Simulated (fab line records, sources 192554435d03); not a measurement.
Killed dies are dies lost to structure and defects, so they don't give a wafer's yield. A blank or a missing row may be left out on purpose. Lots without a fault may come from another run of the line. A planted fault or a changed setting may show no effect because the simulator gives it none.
Split-lot experiment | flow n5_finfet | 7 lots, 21 wafers read, on a route of 1938 steps

THE SPLIT
At N5_ZERO_LAYER_PECVD_02 (deposits SiO2 from SiH4/N2O, target thk 10 nm, time 6 s), the setting time_s was moved away from the recipe's 6 s on 7 of the 21 wafers read, by -11.4% to +14.7%. The other wafers ran this setting at the recipe's value.

The reading is taken at the split's own step.

THE READING
SiO2_of_ZERO_LAYER_PECVD_02.thk_nm (the simulator's own value, which no gauge read), in nm, at N5_ZERO_LAYER_PECVD_02 (deposits SiO2 from SiH4/N2O, target thk 10 nm, time 6 s). The file gives no usual value for it. The 14 wafers here that ran the recipe average 10.039 nm, standard deviation 0.19 nm.

wafer  | tool, chamber at the split | time_s as run, s | against the recipe | SiO2_of_ZERO_LAYER_PECVD_02.thk_nm, nm | against lot-mates on the recipe
L074.3 | pecvd-04, 2                | 5.317            | -11.4%             | 8.912                                  | -1.298
L074.5 | pecvd-04, 2                | 6                | recipe             | 10.21                                  | -
L074.6 | pecvd-04, 0                | 5.317            | -11.4%             | 8.631                                  | -1.579
L081.1 | pecvd-04, 1                | 6                | recipe             | 10                                     | -
L081.2 | pecvd-04, 2                | 6                | recipe             | 10.23                                  | -
L081.6 | pecvd-04, 0                | 6                | recipe             | 9.79                                   | -
L082.2 | pecvd-04, 0                | 6                | recipe             | 9.631                                  | -
L082.3 | pecvd-04, 2                | 5.728            | -4.5%              | 9.779                                  | +0.148
L082.4 | pecvd-04, 1                | 5.728            | -4.5%              | 9.53                                   | -0.101
L089.2 | pecvd-02, 1                | 6                | recipe             | 10.15                                  | -
L089.4 | pecvd-02, 0                | 6                | recipe             | 10.22                                  | -
L089.6 | pecvd-02, 2                | 6                | recipe             | 10.27                                  | -
L092.1 | pecvd-03, 0                | 6                | recipe             | 9.852                                  | -
L092.3 | pecvd-03, 1                | 6                | recipe             | 9.987                                  | -
L092.5 | pecvd-03, 2                | 6                | recipe             | 10.03                                  | -
L093.2 | pecvd-04, 2                | 6.585            | +9.7%              | 11.11                                  | +0.950
L093.4 | pecvd-04, 1                | 6                | recipe             | 10.02                                  | -
L093.6 | pecvd-04, 2                | 6                | recipe             | 10.3                                   | -
L096.1 | pecvd-03, 2                | 6                | recipe             | 9.862                                  | -
L096.5 | pecvd-03, 1                | 6.882            | +14.7%             | 11.66                                  | +1.798
L096.6 | pecvd-03, 2                | 6.882            | +14.7%             | 11.61                                  | +1.748

THE FIT
A straight line over all 21 wafers: SiO2_of_ZERO_LAYER_PECVD_02.thk_nm changes by +0.108 nm for each +1% of time_s; r = +0.97; the points scatter about the line by 0.18 nm.
The same after taking each lot's own level away (the mean of its wafers on the recipe; 21 wafers): +0.113 nm for each +1%; r = +0.96; scatter 0.21 nm.
On that fit, the largest move of time_s shifts the reading by 1.7 nm.
The lots' own levels span 9.6310 to 10.2133 nm, that is 3.0 times the standard deviation above.
So the lot-to-lot level changes the slope little: the two slopes agree.
Check: with one of the wafers moved furthest among these (+14.7%) left out of the fit, the line predicts +1.66 nm for it against its lot-mates. It came out at +1.8 nm against them.

THE FILE'S OWN FIT
SiO2_of_ZERO_LAYER_PECVD_02.thk_nm changes by +0.112 nm for each +1% of time_s, r = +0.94.
